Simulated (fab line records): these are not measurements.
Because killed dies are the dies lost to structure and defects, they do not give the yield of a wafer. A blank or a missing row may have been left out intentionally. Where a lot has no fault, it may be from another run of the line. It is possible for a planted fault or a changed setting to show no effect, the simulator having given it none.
The tool behind it: which one?	flow n5 finfet	at 1 step of a route of 1938, 24 lots with 72 wafers sampled

WHAT THE GAUGES SHOWED, per wafer
N5_BEOL_M4_OCD_MEAS_38.
lot	measured	on	trench depth nm (nm)
L074	day 7 10:43	ocd-02	56.5 56.1 55.6
L075	day 7 19:10	ocd-02	55.6 56.5 56.9
L076	day 8 00:52	ocd-01	55.7 54.9 55.7
L077	day 8 03:02	ocd-01	55.3 54.3 54.7
L078	day 8 05:46	ocd-01	55.0 56.1 54.9
L079	day 8 16:24	ocd-02	55.9 54.6 55.8
L080	day 8 23:59	ocd-01	55.3 56.1 56.2
L081	day 9 15:25	ocd-01	55.6 54.8 55.0
L082	day 9 22:58	ocd-01	55.3 55.7 55.6
L083	day 10 12:55	ocd-02	55.4 53.4 56.4
L084	day 10 16:08	ocd-01	54.3 56.7 54.7
L085	day 10 20:07	ocd-01	54.9 56.1 54.7
L086	day 10 22:41	ocd-01	56.8 53.4 55.5
L088	day 10 22:50	ocd-01	54.1 55.8 56.2
L087	day 11 03:43	ocd-02	55.2 56.2 56.1
L089	day 11 07:02	ocd-01	55.4 56.2 54.8
L090	day 11 07:31	ocd-01	55.8 55.3 55.2
L091	day 12 08:34	ocd-02	57.1 54.7 55.7
L092	day 12 11:52	ocd-01	55.6 53.8 55.3
L094	day 12 15:53	ocd-01	55.0 55.7 55.6
L093	day 12 16:00	ocd-01	53.6 56.2 56.3
L095	day 13 10:03	ocd-01	55.2 55.3 56.2
L096	day 13 10:19	ocd-01	53.8 55.5 55.6
L097	day 13 13:06	ocd-02	55.2 56.2 56.8

WHICH TOOL RAN EACH LOT (tool, then ch and the chambers of the sampled wafers, then the start)
There is no process step in the record ahead of these readings.

AS READ BY THE TOOLS THEMSELVES (means over the sampled wafers that have a number; for cases with no such wafer, the mark the record gives instead)
The record holds no such reading with a usual standard deviation.

THE ANSWER, worked out from the rows above alone
Rule: usual is defined by the lots themselves. Put in order of their means at a reading, lots are off if they are a third of the lots or fewer, leave a main group of 4 or more, and stand apart from it by a gap of 3 or more times the standard deviation of the main group's means; of several such gaps the widest counts. Not used: any main group whose means are identical at the precision the tables above print for the reading. Also off: a lot with no number at a reading for which 4 or more lots have one. Where the step has rows for the other lots, those lots are counted as sound. First the gauges in route order, then the tools' own readings, where a lot's mean is used as printed above. The first step at which some lot is off is used, and at that step the reading that is off furthest; a lot without a number counts as furthest.
No lot is off on any of the readings shown, so nothing can be concluded from this.

WHAT WAS PUT IN BY THE SIMULATOR
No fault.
